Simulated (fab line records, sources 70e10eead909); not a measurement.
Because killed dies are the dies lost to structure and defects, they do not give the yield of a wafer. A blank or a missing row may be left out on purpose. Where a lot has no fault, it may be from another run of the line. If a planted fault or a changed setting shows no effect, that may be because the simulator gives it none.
fab line records	flow nand-harc
record lots=6	wafers=17	last-day=34
route steps=1302 shown A_CHANNEL_HOLE_D1@487 A_CHANNEL_FILL_D1@490 A_DECK1_JOINT@518 END@1302
lots untouched by any fault: they come from a run of this same line in which no faults occurred
start-h: hours from the record's opening day to when the first of the lot's shown wafers began	wait-h: hours since the lot's step before	" repeats the value in the row above	L1.1+2: several wafers, shown together as one row	- no value, or no start given	* or withheld: withheld	< > ~ a bound
route shown NAME@n: a module of which the file shows steps, and the number in the route of the first	usual: mean/standard deviation of fault-free wafers	same: alike in all rows	chamber/n: place in a boat	sites: per-site readings	_std_site: their standard deviation	_edge_site: the outer-site mean with the inner-site mean subtracted	radius-mm: how far each site lies from the wafer's centre	mask NAME#n: copy n	behind: the tool/chamber that last shaped the wafer	hold: the reason the lot was held/the length of the hold in hours/how it ended	device: whichever transistor did not switch (one of n, p or np)	end of line: the same wafers' tests at the end of the route	a step with no rows: only its recipe	killed: dies lost to structure and defects at the first sort, not the wafer's yield	map: shows each die of a wafer: x if killed, . if not, _ if none is there
set.NAME: the setting the step ran with; set.NAME@STEP: the setting that earlier step ran with	model.NAME: the simulator's own value behind a step, which no gauge read
a table for each step, a row for each wafer; lots at some steps of the route
services: the hour from which a tool's chamber was out of use, counted from the record's first day as start-h (under 0 if before that day), plus the number of hours and why
## steps
# step NHARC_A_CHANNEL_HOLE_D1_CD_MEAS_30
# usual cd-nm=90.0/1.3
lot.wafer	tool	chamber	start-h	wait-h	cd-nm
L843.2	cd-sem-03	-	257.66	-	89.0
L843.3	"	-	"	"	90.8
L843.4	"	-	"	"	90.0
L845.2	cd-sem-02	-	282.76	-	88.5
L845.3	"	-	"	"	88.5
L845.5	"	-	"	"	88.6
L847.1	cd-sem-03	-	296.43	-	91.5
L847.4	"	-	"	"	90.9
L847.6	"	-	"	"	92.6
L854.3	cd-sem-02	-	371.27	-	88.1
L854.4	"	-	"	"	91.2
L854.5	"	-	"	"	89.3
L857.3	cd-sem-03	-	399.82	-	89.1
L857.4	"	-	"	"	90.5
L859.1	cd-sem-02	-	426.38	-	91.5
L859.3	"	-	"	"	88.0
L859.4	"	-	"	"	91.3
# step NHARC_A_CHANNEL_HOLE_D1_XSEM_31
# recipe landing-energy-ev=35000
# step NHARC_A_CHANNEL_HOLE_D1_INSPECT_40
# usual raw-defect-count=80/26
lot.wafer	tool	chamber	start-h	wait-h	raw-defect-count
L843.2	defect-inspect-02	-	257.84	-	105
L843.3	"	-	"	"	96
L843.4	"	-	"	"	85
L845.2	defect-inspect-01	-	282.94	-	105
L845.3	"	-	"	"	103
L845.5	"	-	"	"	116
L847.1	defect-inspect-01	-	296.62	-	104
L847.4	"	-	"	"	77
L847.6	"	-	"	"	95
L854.3	defect-inspect-02	-	371.45	-	93
L854.4	"	-	"	"	142
L854.5	"	-	"	"	154
L857.3	defect-inspect-02	-	400.01	-	60
L857.4	"	-	"	"	35
L859.1	defect-inspect-02	-	426.57	-	56
L859.3	"	-	"	"	55
L859.4	"	-	"	"	48
# step NHARC_A_CHANNEL_FILL_D1_PRECLEAN_00
# recipe time-s=*	temp-c=50	bath-age-min=0	chemistry=SC1
# step NHARC_A_CHANNEL_FILL_D1_SRD_01
# step NHARC_A_CHANNEL_FILL_D1_ALD_02
# recipe target-thk-a=60	pulse-time-s=10	ald-cycles=60	temp-c=300	material=SiO2
# step NHARC_A_CHANNEL_FILL_D1_ALD_03
# recipe target-thk-a=60	pulse-time-s=60	ald-cycles=58	temp-c=630	pressure-torr=2	material=SiNx
# usual precursor-pulse-height-rel=1.000/0.02
lot.wafer	tool	chamber	start-h	wait-h	precursor-pulse-height-rel
L843.2	ald-sin-batch-03	0	-	-	1.007
L843.3	"	0	"	"	1.006
L843.4	"	0	"	"	1.032
L845.2	ald-sin-batch-03	0	-	-	1.021
L845.3	"	0	"	"	0.991
L845.5	"	0	"	"	1.014
L847.1	ald-sin-batch-01	0	-	-	0.985
L847.4	"	0	"	"	1.022
L847.6	"	0	"	"	0.984
L854.3	ald-sin-batch-01	0	-	-	1.027
L854.4	"	0	"	"	1.018
L854.5	"	0	"	"	1.003
L857.3	ald-sin-batch-01	0	-	-	0.977
L857.4	"	0	"	"	1.025
L859.1	ald-sin-batch-01	0	-	-	1.032
L859.3	"	0	"	"	0.982
L859.4	"	0	"	"	1.004
# step NHARC_A_CHANNEL_FILL_D1_ALD_14
# recipe target-thk-a=25	pulse-time-s=10	ald-cycles=25	temp-c=300	material=SiO2
# step NHARC_A_CHANNEL_FILL_D1_ALD_15
# recipe target-thk-a=20	pulse-time-s=60	ald-cycles=19	temp-c=630	pressure-torr=2	material=SiNx
# step NHARC_A_CHANNEL_FILL_D1_ALD_16
# recipe target-thk-a=15	pulse-time-s=10	ald-cycles=15	temp-c=300	material=SiO2
# step NHARC_A_CHANNEL_FILL_D1_ANNEAL_17
# recipe temp-c=850	time-s=1800
# step NHARC_A_CHANNEL_FILL_D1_CVD_18
# recipe target-thk-a=30	temp-c=550	material=poly-Si
# step NHARC_A_CHANNEL_FILL_D1_ETCHBACK_19
# recipe target-depth-a=50	time-s=1.7	hbr-flow-sccm=150	cl2-flow-sccm=50	rf-w=400	icp-w=400	bias-w=100	chemistry=HBr/Cl2
# usual drypump-motor-current-A=5.9/0.41	mfc-cl2-sccm=49.98/0.15	oes-product-au=1.000/0.0086	throttle-valve-pct=26.406/0.0096
lot.wafer	tool	chamber	start-h	wait-h	drypump-motor-current-A	mfc-cl2-sccm	oes-product-au	rf-hours-counter-h	throttle-valve-pct
L843.4	rie-si-06	1	285.55	0.4	6.1	49.98	1.000	0.19	26.417
L843.3	"	2	"	"	6.2	49.86	0.992	0.17	26.401
L843.2	"	3	"	"	6.4	49.97	0.979	0.12	26.414
L845.3	rie-si-04	1	307.32	0.4	6.2	50.00	0.997	0.81	26.426
L845.2	"	3	"	"	5.9	49.94	1.009	0.88	26.402
L845.5	"	2	"	"	5.0	49.70	0.997	-	26.404
L847.1	rie-si-01	2	318.81	0.4	6.0	49.99	1.005	0.63	26.383
L847.4	"	2	"	"	6.0	50.13	1.000	-	26.405
L847.6	"	2	"	"	6.0	50.05	1.010	-	26.394
L854.3	rie-si-04	0	395.66	0.4	5.7	50.18	0.990	0.19	26.397
L854.4	"	3	"	"	5.8	50.10	1.005	0.31	26.411
L854.5	"	0	"	"	5.7	50.18	0.990	-	26.402
L857.4	rie-si-04	1	424.49	0.4	6.2	50.02	1.006	0.59	26.419
L857.3	"	2	"	"	5.0	49.94	1.003	0.54	26.401
L859.3	rie-si-04	0	450.85	0.4	5.7	50.30	1.007	0.68	26.402
L859.4	"	2	"	"	5.0	50.02	1.003	0.68	26.418
L859.1	"	3	"	"	5.9	49.91	1.019	0.63	26.393
# step NHARC_A_CHANNEL_FILL_D1_ETCHBACK_20
# recipe target-depth-a=270	time-s=13.5	c4f8-flow-sccm=withheld	o2-flow-sccm=8	ar-flow-sccm=withheld	rf-w=600	bias-w=1500	chemistry=C4F8/O2/Ar
# usual oes-product-au=0.95/0.037	rf-vpp-V=983/3.6
lot.wafer	tool	chamber	start-h	wait-h	oes-product-au	rf-hours-counter-h	rf-vpp-V
L843.2	rie-diel-07	1	285.68	-	0.93	8.6	984
L843.3	"	3	"	"	0.93	9.3	986
L843.4	"	0	"	"	0.92	8.9	981
L845.3	rie-diel-03	3	307.44	-	1.00	0.3	977
L845.2	"	1	"	"	1.00	0.3	985
L845.5	"	3	"	"	0.99	-	977
L847.1	rie-diel-07	0	319.01	-	1.00	2.4	981
L847.6	"	2	"	"	1.01	-	986
L847.4	"	3	"	"	1.00	-	986
L854.4	rie-diel-03	0	395.80	-	0.92	4.5	975
L854.3	"	1	"	"	0.91	4.7	984
L854.5	"	3	"	"	0.93	-	977
L857.3	rie-diel-07	3	424.63	-	0.93	8.9	984
L857.4	"	0	"	"	0.92	8.3	981
L859.4	rie-diel-06	0	450.98	-	0.92	6.6	980
L859.3	"	1	"	"	0.92	6.0	983
L859.1	"	3	"	"	0.91	7.3	981
# step NHARC_A_CHANNEL_FILL_D1_STRIP_28
# recipe time-s=20	o2-flow-sccm=500	ar-flow-sccm=0	bias-w=0	chemistry=O2
# step NHARC_A_CHANNEL_FILL_D1_PRECLEAN_21
# recipe time-s=30	chemistry=dHF
# step NHARC_A_CHANNEL_FILL_D1_SRD_23
# step NHARC_A_CHANNEL_FILL_D1_CVD_05
# recipe target-thk-a=50	temp-c=550	material=poly-Si
# step NHARC_A_CHANNEL_FILL_D1_ANNEAL_22
# recipe temp-c=620	time-s=7200
# step NHARC_A_CHANNEL_FILL_D1_ALD_25
# recipe target-thk-a=600	pulse-time-s=10	ald-cycles=600	temp-c=300	material=SiOx
# step NHARC_A_CHANNEL_FILL_D1_ETCHBACK_08
# recipe target-depth-a=2200	time-s=110	c4f8-flow-sccm=20	ar-flow-sccm=withheld	rf-w=600	bias-w=300	chemistry=C4F8
# step NHARC_A_CHANNEL_FILL_D1_STRIP_29
# recipe time-s=20	o2-flow-sccm=500	ar-flow-sccm=0	bias-w=0	chemistry=O2
# step NHARC_A_CHANNEL_FILL_D1_PRECLEAN_30
# recipe time-s=30	chemistry=dHF
# step NHARC_A_CHANNEL_FILL_D1_SRD_31
# step NHARC_A_CHANNEL_FILL_D1_CVD_09
# recipe target-thk-a=1500	temp-c=620	pressure-mtorr=200	time-s=3000	material=poly-Si
# step NHARC_A_CHANNEL_FILL_D1_CMP_10
# recipe target-thk-nm=150
# usual motor-current-A=12.0/0.96	time-to-endpoint-s=15.4/2.4
lot.wafer	tool	chamber	start-h	wait-h	motor-current-A	time-to-endpoint-s
L843.3	cmp-03	3	309.18	0.4	12.2	18.1
L843.2	"	0	"	"	10.8	15.7
L843.4	"	1	"	"	10.8	16.0
L845.2	cmp-03	1	330.58	0.4	10.9	12.3
L845.3	"	3	"	"	12.3	16.0
L845.5	"	1	"	"	10.5	16.7
L847.4	cmp-02	3	345.05	0.4	13.2	17.6
L847.1	"	0	"	"	13.3	12.4
L847.6	"	3	"	"	13.9	13.0
L854.4	cmp-01	1	420.27	0.4	12.4	11.8
L854.3	"	0	"	"	11.0	15.0
L854.5	"	1	"	"	12.8	12.0
L857.3	cmp-03	0	447.95	0.4	11.5	17.4
L857.4	"	1	"	"	10.3	17.5
L859.3	cmp-02	2	474.21	0.4	11.0	16.3
L859.4	"	0	"	"	12.1	14.8
L859.1	"	1	"	"	13.0	14.3
# step NHARC_A_CHANNEL_FILL_D1_SRD_12
# step NHARC_A_CHANNEL_FILL_D1_INSPECT_13
# usual raw-defect-count=315/110
lot.wafer	tool	chamber	start-h	wait-h	raw-defect-count
L843.2	defect-inspect-01	-	309.61	0.1	292
L843.3	"	-	"	"	300
L843.4	"	-	"	"	281
L845.2	defect-inspect-01	-	330.99	0.0	417
L845.3	"	-	"	"	382
L845.5	"	-	"	"	361
L847.1	defect-inspect-01	-	345.46	0.0	242
L847.4	"	-	"	"	396
L847.6	"	-	"	"	500
L854.3	defect-inspect-02	-	420.69	0.0	446
L854.4	"	-	"	"	340
L854.5	"	-	"	"	273
L857.3	defect-inspect-01	-	448.32	0.0	257
L857.4	"	-	"	"	343
L859.1	defect-inspect-01	-	474.62	0.0	267
L859.3	"	-	"	"	295
L859.4	"	-	"	"	236
# step NHARC_A_DECK1_JOINT_ETCHBACK_07
# recipe target-depth-a=1050	time-s=26.9	hbr-flow-sccm=150	rf-w=350	icp-w=350	bias-w=60	chemistry=HBr
# usual drypump-motor-current-A=5.7/0.56	oes-product-au=0.999/0.0089	throttle-valve-pct=23.266/0.0095
lot.wafer	tool	chamber	start-h	wait-h	drypump-motor-current-A	oes-product-au	rf-hours-counter-h	throttle-valve-pct
L843.4	rie-si-02	3	309.69	0.1	5.8	0.997	0.06	23.272
L843.3	"	0	"	"	4.7	0.991	0.08	23.274
L843.2	"	1	"	"	6.7	0.982	0.12	23.266
L845.3	rie-si-03	1	331.06	0.1	5.6	0.988	0.65	23.268
L845.2	"	3	"	"	5.6	0.995	0.72	23.280
L845.5	"	0	"	"	6.0	1.013	-	23.266
L847.1	rie-si-03	2	345.54	0.1	5.8	1.000	0.66	23.274
L847.4	"	3	"	"	5.6	0.994	0.76	23.273
L847.6	"	2	"	"	5.8	1.002	-	23.298
L854.4	rie-si-02	3	420.75	0.1	5.8	1.021	0.85	23.286
L854.3	"	0	"	"	4.8	1.006	0.82	23.259
L854.5	"	0	"	"	4.7	1.009	-	23.261
L857.3	rie-si-03	3	448.41	0.1	5.6	0.993	0.22	23.266
L859.3	rie-si-03	2	474.68	0.1	5.8	1.029	0.44	23.265
# step NHARC_A_DECK1_JOINT_ETCH_25
# recipe target-depth-a=5	chemistry=dHF	material=SiO2
# step NHARC_A_DECK1_JOINT_ETCH_19
# recipe temp-c=25	target-depth-a=30	chemistry=TMAH	material=poly-Si
# step NHARC_A_DECK1_JOINT_ETCH_18
# recipe target-depth-a=30	chemistry=dHF	material=SiO2
# step NHARC_A_DECK1_JOINT_WET_08
# recipe temp-c=160	time-s=86	chemistry=H3PO4
# step NHARC_A_DECK1_JOINT_ETCH_09
# recipe target-depth-a=50	chemistry=dHF	material=SiO2
# step NHARC_A_DECK1_JOINT_WET_10
# recipe temp-c=160	time-s=86	chemistry=H3PO4
# step NHARC_A_DECK1_JOINT_ETCH_11
# recipe target-depth-a=350	chemistry=dHF	material=SiO2
# step NHARC_A_DECK1_JOINT_CVD_12
# recipe target-thk-a=900	temp-c=620	pressure-mtorr=200	time-s=1800	material=poly-Si
# step NHARC_A_DECK1_JOINT_CMP_13
# recipe target-thk-nm=51.023
# usual motor-current-A=11.9/1.2	time-to-endpoint-s=9.5/2.3
lot.wafer	tool	chamber	start-h	wait-h	motor-current-A	time-to-endpoint-s
L843.4	cmp-03	0	320.04	0.4	10.5	6.2
L843.3	"	2	"	"	12.7	10.5
L843.2	"	3	"	"	12.4	11.3
L845.3	cmp-02	3	341.34	0.4	13.7	7.9
L845.2	"	1	"	"	12.4	6.8
L845.5	"	3	"	"	13.6	8.4
L847.1	cmp-03	0	355.79	0.4	10.9	8.5
L847.4	"	2	"	"	13.4	9.4
L847.6	"	0	"	"	11.8	9.7
L854.4	cmp-03	0	431.10	0.4	11.5	10.7
L854.3	"	1	"	"	10.5	10.6
L854.5	"	2	"	"	12.0	10.8
L857.3	cmp-04	1	458.55	0.4	12.2	11.2
L859.3	cmp-03	0	485.01	0.4	11.3	9.7
# step NHARC_A_DECK1_JOINT_THK_MEAS_14
# recipe thk-meas-gauge=ellipsometry
# usual thk-nm=51.1/1.4
lot.wafer	tool	chamber	start-h	wait-h	thk-nm
L843.2	film-metro-02	-	320.30	0.2	48.4
L843.3	"	-	"	"	51.3
L843.4	"	-	"	"	49.7
L845.2	film-metro-02	-	341.60	0.2	50.4
L845.3	"	-	"	"	51.4
L845.5	"	-	"	"	50.5
L847.1	film-metro-01	-	356.06	0.2	51.0
L847.4	"	-	"	"	51.2
L847.6	"	-	"	"	50.2
L854.3	film-metro-02	-	431.31	0.2	52.1
L854.4	"	-	"	"	53.2
L854.5	"	-	"	"	50.9
L857.3	film-metro-01	-	458.73	0.2	50.2
L859.3	film-metro-02	-	485.27	0.2	49.1
# step NHARC_END_SORT_01
# recipe temp-c=25
# usual killed-at-array=52/17	killed-at-other=0.9/1.2	killed-at-periphery=3.9/2.7	killed-dies=57/16	killed-open=3.3/1.9	killed-short=2.5/1.5
# same gross-dies=677
lot.wafer	tool	chamber	start-h	wait-h	killed-at-array	killed-at-other	killed-at-periphery	killed-dies	killed-open	killed-short
L857.4	prober-02	0	792.08	3.4	672	0	5	677	2	1
L859.1	prober-01	0	806.00	2.5	675	0	2	677	6	0
L859.4	prober-01	0	808.37	3.4	673	0	4	677	2	3
# killed by level:class
L857.4 A_CHANNEL_FILL_D1:area-etchback=629 A_SLIT:chamber-film-flake=30 A_CHANNEL_HOLE_D1:unspecified=4 P_STI:chamber-film-flake=3 A_CHANNEL_HOLE_D1:chamber-film-flake=2 P_CONTACT:geometric-particle:open=1 A_CHANNEL_FILL_D1:geometric-particle:short=1 A_M1:geometric-particle:open=1
L859.1 A_CHANNEL_FILL_D1:area-etchback=614 A_CHANNEL_HOLE_D1:chamber-film-flake=21 A_CHANNEL_HOLE_D2:chamber-film-flake=11 A_SLIT:chamber-film-flake=9 A_CONTACT:chamber-film-flake=9 A_SGD_CUT:chamber-film-flake=4 A_CHANNEL_FILL_D1:geometric-particle:open=3 P_CONTACT:geometric-particle:open=2
L859.4 A_CHANNEL_FILL_D1:area-etchback=620 A_CHANNEL_HOLE_D2:chamber-film-flake=21 A_CHANNEL_HOLE_D1:chamber-film-flake=11 A_CONTACT:chamber-film-flake=6 A_SLIT:chamber-film-flake=6 A_SGD_CUT:chamber-film-flake=4 P_STI:chamber-film-flake=2 A_STAIRCASE:chamber-film-flake=2
# map L857.4 (x killed, . not)
____________x____________
_________xxxxxxx_________
_______xxxxxxxxxxx_______
______xxxxxxxxxxxxx______
_____xxxxxxxxxxxxxxx_____
____xxxxxxxxxxxxxxxxx____
____xxxxxxxxxxxxxxxxx____
___xxxxxxxxxxxxxxxxxxx___
___xxxxxxxxxxxxxxxxxxx___
__xxxxxxxxxxxxxxxxxxxxx__
__xxxxxxxxxxxxxxxxxxxxx__
_xxxxxxxxxxxxxxxxxxxxxxx_
_xxxxxxxxxxxxxxxxxxxxxxx_
_xxxxxxxxxxxxxxxxxxxxxxx_
_xxxxxxxxxxxxxxxxxxxxxxx_
_xxxxxxxxxxxxxxxxxxxxxxx_
xxxxxxxxxxxxxxxxxxxxxxxxx
xxxxxxxxxxxxxxxxxxxxxxxxx
xxxxxxxxxxxxxxxxxxxxxxxxx
xxxxxxxxxxxxxxxxxxxxxxxxx
xxxxxxxxxxxxxxxxxxxxxxxxx
_xxxxxxxxxxxxxxxxxxxxxxx_
_xxxxxxxxxxxxxxxxxxxxxxx_
_xxxxxxxxxxxxxxxxxxxxxxx_
_xxxxxxxxxxxxxxxxxxxxxxx_
_xxxxxxxxxxxxxxxxxxxxxxx_
__xxxxxxxxxxxxxxxxxxxxx__
__xxxxxxxxxxxxxxxxxxxxx__
___xxxxxxxxxxxxxxxxxxx___
___xxxxxxxxxxxxxxxxxxx___
____xxxxxxxxxxxxxxxxx____
____xxxxxxxxxxxxxxxxx____
_____xxxxxxxxxxxxxxx_____
______xxxxxxxxxxxxx______
_______xxxxxxxxxxx_______
_________xxxxxxx_________
____________x____________
# map L859.1 (x killed, . not)
____________x____________
_________xxxxxxx_________
_______xxxxxxxxxxx_______
______xxxxxxxxxxxxx______
_____xxxxxxxxxxxxxxx_____
____xxxxxxxxxxxxxxxxx____
____xxxxxxxxxxxxxxxxx____
___xxxxxxxxxxxxxxxxxxx___
___xxxxxxxxxxxxxxxxxxx___
__xxxxxxxxxxxxxxxxxxxxx__
__xxxxxxxxxxxxxxxxxxxxx__
_xxxxxxxxxxxxxxxxxxxxxxx_
_xxxxxxxxxxxxxxxxxxxxxxx_
_xxxxxxxxxxxxxxxxxxxxxxx_
_xxxxxxxxxxxxxxxxxxxxxxx_
_xxxxxxxxxxxxxxxxxxxxxxx_
xxxxxxxxxxxxxxxxxxxxxxxxx
xxxxxxxxxxxxxxxxxxxxxxxxx
xxxxxxxxxxxxxxxxxxxxxxxxx
xxxxxxxxxxxxxxxxxxxxxxxxx
xxxxxxxxxxxxxxxxxxxxxxxxx
_xxxxxxxxxxxxxxxxxxxxxxx_
_xxxxxxxxxxxxxxxxxxxxxxx_
_xxxxxxxxxxxxxxxxxxxxxxx_
_xxxxxxxxxxxxxxxxxxxxxxx_
_xxxxxxxxxxxxxxxxxxxxxxx_
__xxxxxxxxxxxxxxxxxxxxx__
__xxxxxxxxxxxxxxxxxxxxx__
___xxxxxxxxxxxxxxxxxxx___
___xxxxxxxxxxxxxxxxxxx___
____xxxxxxxxxxxxxxxxx____
____xxxxxxxxxxxxxxxxx____
_____xxxxxxxxxxxxxxx_____
______xxxxxxxxxxxxx______
_______xxxxxxxxxxx_______
_________xxxxxxx_________
____________x____________
## services
tool	chamber	start-h	hours	kind
rie-diel-07	1	237.54	1.3	repair
cmp-03	-	261.29	4.0	pm
cmp-02	-	264.44	0.8	repair
cmp-03	-	277.42	2.3	repair
rie-diel-07	-	294.22	9.0	pm
cmp-02	-	311.73	2.3	repair
rie-diel-07	1	316.58	3.8	repair
cmp-03	-	328.97	0.5	repair
cmp-02	-	330.66	4.0	pm
cmp-03	-	334.96	1.2	repair
rie-si-04	-	342.00	9.0	pm
rie-diel-07	3	346.40	2.0	repair
rie-si-03	3	349.52	13.9	repair
cmp-02	-	350.03	0.6	repair
rie-diel-07	2	355.91	5.4	repair
rie-si-04	0	358.20	8.5	repair
cmp-03	-	359.29	4.0	pm
cmp-02	-	416.90	10.5	repair
cmp-03	-	425.97	4.6	repair
cmp-02	-	428.66	4.0	pm
cmp-03	-	437.89	5.4	repair
cmp-03	-	457.32	4.0	pm
cmp-02	-	480.56	0.4	repair
cmp-03	-	481.44	2.2	repair
## key
first-sign step=NHARC_END_SORT_01	reading=killed-dies	direction=up	sigmas=38	usual=57	struck=677
effect step=NHARC_END_SORT_01	reading=killed-at-array	direction=up	sigmas=37	usual=52	struck=673
more-kills-born-at NHARC_A_CHANNEL_FILL_D1_ETCHBACK_19@rie-si-04=1863
met-at NHARC_A_CHANNEL_FILL_D1_ETCHBACK_19
struck-wafers L857.4,L859.1,L859.4
later-rows-left-out L857.4,L859.1,L859.4
tester-left-out L857,L859
onset-between 395.66 424.49
fault kind=process-parameter-drift	tool=rie-si-04	chamber=-	onset-h=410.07	steps=NHARC_A_CHANNEL_FILL_D1_ETCHBACK_19	channel=time-s	offset=*	shape=step	end-h=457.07	scope=struck-wafers-only	acts-in=*	stated=*
# tester-left-out: of these lots the tester's yield and bins aren't shown, on N5 and GAA mostly nor the transistor test; their killed dies are dies lost to structure and defects alone, not to doping, threshold or leakage, so they don't give the yield
# later-rows-left-out: the simulator's readings of these wafers behind a module that went badly wrong aren't trusted and aren't shown, but for the sort
